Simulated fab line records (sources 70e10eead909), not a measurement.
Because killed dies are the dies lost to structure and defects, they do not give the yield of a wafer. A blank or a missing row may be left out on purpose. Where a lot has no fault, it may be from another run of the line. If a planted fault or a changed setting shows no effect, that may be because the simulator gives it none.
Code-filled problem report in 8D (eight disciplines) form | flow nandHarc | the parts of the form that need people (team, actions taken, sign-off) are left out

== 1. WHAT IS WRONG ==
thkNm at NHARC_A_ONON_D2_THK_MEAS_08 reads a mean of 501 nm on 2 wafers of 2 lots; wafers without a fault read 1000 nm with a standard deviation of 8.9. Measured from the usual mean, that is -56 standard deviations.
The step: measures by ellipsometry.
Earliest sighting: wafer L120.6 on filmMetro-02 at day 17 20:51. The record has a number at this step for 42 wafers belonging to 14 lots. Rule for "out", or "out of limits": more than 4 standard deviations from the usual mean. The rest of the wafers with a number are treated as sound.

== 2. WHAT IT IS, AND WHAT IT ISN'T ==
question                    | is                | is not
which readings at this step | thkNm             | -
which lots                  | L120, L123        | L107, L108, L110, L111, L113, L114, L117, L118, L119, L121, L129, L130
which wafers of those lots  | L120.6, L123.3    | L120.1, L120.2, L123.1, L123.2
read on which gauges        | filmMetro-02      | filmMetro-01
when                        | from day 17 20:51 | up to then (29 sound wafers); but 11 sound wafers of L121, L123, L129, L130 came after

== 3. SUSPECTS, AND WHAT RULES EACH OUT ==
Counting: if a tool at a process step up to the reading ran every lot that is out, it stays a suspect. Sound lots after the first of them don't rule it out here, since some wafers of a struck lot are sound.
- the gauge at NHARC_A_ONON_D2_THK_MEAS_08 is ruled out. All the wafers that are out were read on filmMetro-02, but those of them that NHARC_END_SORT_01 has rows for are out there too, on other tools.
- pecvdOnon-04 at NHARC_A_ONON_D2_DEP_06 (target thk 1000 nm): kept. It ran every lot that is out, first L120 (day 17 20:20); its last sound lot up to then is L118 (day 16 21:14).
The count leaves pecvdOnon-04 at NHARC_A_ONON_D2_DEP_06.

== 4. THE CAUSE (what the simulator had put in) ==
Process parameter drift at NHARC_A_ONON_D2_DEP_06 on pecvdOnon-04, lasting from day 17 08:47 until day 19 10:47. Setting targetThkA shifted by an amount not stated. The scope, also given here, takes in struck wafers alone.
The count eliminated every tool but this one.

== 5. THE CHAIN OF EFFECTS, in route order ==
Rows list readings where the struck wafers' mean (over those with a number) sits beyond 3 standard deviations from the usual. Scope: only readings with a usual standard deviation given in the record; hours: median across lots of the time from each lot's start at the first step in this table that gives one to its start at this step; sigmas: change in usual standard deviations.
hours | step                        | reading       | usual   | on struck wafers | change | sigmas
0     | NHARC_A_ONON_D2_THK_MEAS_08 | thkNm         | 1000 nm | 501              | -499   | -56
300   | NHARC_END_SORT_01           | killedAtArray | 55      | 672              | +617   | +36
300   | NHARC_END_SORT_01           | killedDies    | 59      | 677              | +618   | +34

== 6. WHAT WOULD HAVE CAUGHT IT SOONER ==
In this record the first reading out of limits at a measuring or inspecting step was taken at day 17 20:51, 12 hours after the fault began at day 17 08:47.
An alarm limit of 4 standard deviations would not have fired on the tool readings at NHARC_A_ONON_D2_DEP_06 for which the record gives a usual standard deviation, since none of them was out on any struck wafer.
Among the 2 lots that are out, L123 began NHARC_A_ONON_D2_DEP_06 on pecvdOnon-04 after day 17 20:51. Putting the tool on hold at that point would have spared it.
